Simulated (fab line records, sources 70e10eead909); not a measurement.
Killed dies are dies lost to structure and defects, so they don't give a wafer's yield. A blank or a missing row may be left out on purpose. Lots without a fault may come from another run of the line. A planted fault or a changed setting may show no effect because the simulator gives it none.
Chamber matching | flow nand_harc | NHARC_A_WL_FILL_STRIP_29 on rie_diel-10: 4 sister chambers
The step strips in O2, time 20 s. 7 wafers are shown with their chamber, then 8 later ones without.

WAFERS WITH THEIR CHAMBER
wafer  | chamber | drypump_motor_current_A (A) | throttle_valve_pct (%)
L080.4 | 0       | 6.2                         | 17.037
L082.6 | 0       | 6.2                         | 17.038
L084.6 | 1       | 5.0                         | 17.042
L085.6 | 1       | 5.0                         | 17.030
L087.2 | 3       | 6.1                         | 17.057
L087.5 | 2       | 5.7                         | 17.060
L088.1 | 2       | 5.6                         | 17.036

WAFERS WITHOUT THEIR CHAMBER
wafer  | drypump_motor_current_A (A) | throttle_valve_pct (%)
L088.3 | 6.2                         | 17.043
L088.4 | 6.1                         | 17.023
L091.1 | 5.0                         | 17.017
L091.3 | 6.1                         | 17.046
L091.4 | 5.6                         | 17.039
L096.1 | 4.9                         | 17.043
L096.3 | 6.2                         | 17.034
L096.6 | 6.2                         | 17.045

WHICH CHAMBER EACH WENT THROUGH
wafer  | from the rows above     | in truth
L088.3 | 0                       | 0
L088.4 | can't be placed: 0 or 3 | 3
L091.1 | 1                       | 1
L091.3 | can't be placed: 3 or 0 | 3
L091.4 | 2                       | 2
L096.1 | 1                       | 1
L096.3 | 0                       | 0
L096.6 | can't be placed: 0 or 3 | 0
Placed correctly: 5 of 8. Can't be placed from these rows: 3 (the true chamber is among the candidates in 3). Placed wrongly: 0.
How it was worked out, from the rows above alone: a wafer's distance from a chamber is the root of the sum, over the readings, of the square of ((its reading less the chamber's mean) divided by the reading's scatter). The wafer belongs to the nearest chamber; if the next one is less than 2 further off, it can't be placed. A chamber's mean is the mean of its shown wafers. The scatter: the root of (the sum of the squares of (reading less its chamber's mean) over the shown wafers, divided by (wafers less chambers)).
